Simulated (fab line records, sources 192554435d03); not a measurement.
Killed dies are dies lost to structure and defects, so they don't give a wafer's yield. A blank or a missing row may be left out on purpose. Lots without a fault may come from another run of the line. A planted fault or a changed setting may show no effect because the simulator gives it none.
A struck lot beside a sound one | flow n5_finfet | 14 steps out of a route of 1938
Sound: wafers L787.2, L787.4, L787.6. Struck: wafer L792.4. (L792.1, L792.6 of the same lot were not struck and are left out.) The cause comes at the end.
At each step with rows: each side's tool, then ch and its chambers, then its first start. Under that, the readings that differ: sound wafers | struck wafers | difference of the means | sigmas: that difference in standard deviations of wafers without a fault.
alike: readings whose means differ by less than 2 such deviations, and words and numbers that are the same on both sides. not compared: withheld readings, readings that some wafer has no value for, bounds like >300 that may hide the same value, and numbers for which the record gives no deviation and whose values overlap.
The two part at a step that has a row with sigmas, a row that says differs or no value, or rows on one side only. Numbers that don't overlap but have no deviation are shown without sigmas and don't part them. A reading that every wafer of one side lacks parts them only if that side has two wafers or more.

first, 4 steps without rows for these wafers: N5_BEOL_M6_SOFTBAKE_06 (time 60 s); N5_BEOL_M6_EXPOSE_08 (exposes mask M6); N5_BEOL_M6_PEB_09 (peb time 60 s); N5_BEOL_M6_DEVELOP_10 (develop time 30 s).
N5_BEOL_M6_CD_MEAS_11: target cd 38.5 nm.
  sound on cd_sem-01 ch 0, day 8 02:10; struck on cd_sem-01 ch 0, day 10 05:56
  alike: cd_nm
N5_BEOL_M6_OVL_MEAS_12:
  sound on overlay-01 ch 0, day 8 02:11; struck on overlay-01 ch 0, day 10 05:58
  alike: M6_OVL
N5_BEOL_M6_INSPECT_13: inspects for defects (brightfield).
  sound on defect_inspect-01, day 8 02:13; struck on defect_inspect-02, day 10 06:00
  alike: raw_defect_count
N5_BEOL_M6_DESCUM_16: chemistry O2, time 7.9 s.
  sound on rie_diel-03 ch 0,1,3, day 8 02:29; struck on rie_diel-03 ch 2, day 10 06:02
  alike: drypump_motor_current_A, oes_product_au, rf_vpp_V, showerhead_plenum_p_Torr, temp_c, throttle_valve_pct
  not compared: rf_hours_counter_h
N5_BEOL_M6_ETCH_61: etches SiARC in CF4, target depth 45.5 nm, time 75.8 s.
  sound on rie_diel-03 ch 0,1,3, day 8 02:32; struck on rie_diel-03 ch 2, day 10 06:04
  alike: drypump_motor_current_A, etch_rf_on_time_s, oes_product_au, rf_vpp_V, showerhead_plenum_p_Torr, throttle_valve_pct
  not compared: rf_hours_counter_h
N5_BEOL_M6_ETCH_62: etches SOC in N2/H2, target depth 110 nm, overetch 22 nm, time 165 s.
  sound on rie_diel-03 ch 0,1,3, day 8 02:35; struck on rie_diel-03 ch 2, day 10 06:07
  alike: drypump_motor_current_A, oes_product_au, rf_vpp_V, showerhead_plenum_p_Torr, temp_c, throttle_valve_pct
  not compared: rf_hours_counter_h
then, 1 step without rows for these wafers: N5_BEOL_M6_STRIP_68 (strips in N2/H2).
N5_BEOL_M6_STRIP_67: strips in CF4.
  sound on rie_diel-03 ch 0,1,3, day 8 02:44; struck on rie_diel-03 ch 2, day 10 06:16
  alike: drypump_motor_current_A, oes_product_au, rf_vpp_V, showerhead_plenum_p_Torr, throttle_valve_pct
  not compared: rf_hours_counter_h
N5_BEOL_M6_HM_OPEN_17: chemistry Cl2/BCl3, target TiN, target depth 20 nm, overetch 6 nm.
  sound on rie_metal-03 ch 0,1, day 8 02:46; struck on rie_metal-02 ch 0, day 10 06:19
  reading                                  | sound          | struck | difference | sigmas
  model.SOC_of_BEOL_M6_COAT_59.thk_nm (nm) | 91.8 91.8 91.6 | 90.8   | -0.9       |
  alike: drypump_motor_current_A, mfc_cl2_sccm, oes_product_au, throttle_valve_pct
  not compared: rf_hours_counter_h
N5_BEOL_M6_STRIP_19: strips in O2.
  sound on rie_diel-04 ch 1,2, day 8 02:59; struck on rie_diel-04 ch 0, day 10 06:25
  alike: drypump_motor_current_A, oes_product_au, rf_vpp_V, showerhead_plenum_p_Torr, temp_c, throttle_valve_pct
  not compared: rf_hours_counter_h

WHERE THEY PART
Nowhere in this record.

WHY: what the simulator had put in
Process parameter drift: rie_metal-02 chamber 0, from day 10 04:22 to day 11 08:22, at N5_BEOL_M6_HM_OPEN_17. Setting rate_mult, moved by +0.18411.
